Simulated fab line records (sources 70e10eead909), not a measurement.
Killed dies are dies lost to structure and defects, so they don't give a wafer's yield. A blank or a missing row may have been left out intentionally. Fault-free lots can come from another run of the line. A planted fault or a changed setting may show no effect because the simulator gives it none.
Chamber matching ; flow nand-harc ; 4 sister chambers for NHARC_THIN_TSV_ETCH_15 on rie-si-05
The step target depth 3000 nm, bosch target overetch cycles 2, bosch etch step 2.8 s. 4 wafers are shown with their chamber, then 8 later ones without.

WAFERS PAIRED WITH THEIR CHAMBERS
wafer;chamber;drypump-motor-current-A (A)
L896.5;1;5.68
L904.1;3;5.29
L904.5;2;5.26
L909.1;0;6.27

WAFERS WHOSE CHAMBER IS MISSING
wafer;drypump-motor-current-A (A)
L909.5;6.22
L909.6;5.68
L910.1;5.32
L910.3;6.26
L910.6;5.66
L917.3;5.29
L917.5;5.69
L917.6;5.27

EACH ONE'S CHAMBER
wafer;from the rows above;in truth
L909.5;0;0
L909.6;1;1
L910.1;can't be placed: 3 or 2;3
L910.3;0;0
L910.6;1;1
L917.3;can't be placed: 3 or 2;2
L917.5;1;1
L917.6;can't be placed: 2 or 3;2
5 of 8 placed correctly. From these rows, 3 cannot be placed; in 3 the true chamber is one of the candidates. Number placed wrongly: 0.
How it was worked out, from the rows above alone: a wafer's distance from a chamber is the root of the sum, over the readings, of the square of ((its reading less the chamber's mean) divided by the reading's scatter). If the next closest chamber is less than 2 further off than the closest, the wafer can't be placed; otherwise it belongs to the closest. Each chamber's mean is taken over the wafers shown for it. The scatter: with one shown wafer a chamber, the root of the mean of the squares of how far each hidden wafer lies from its nearest shown one.
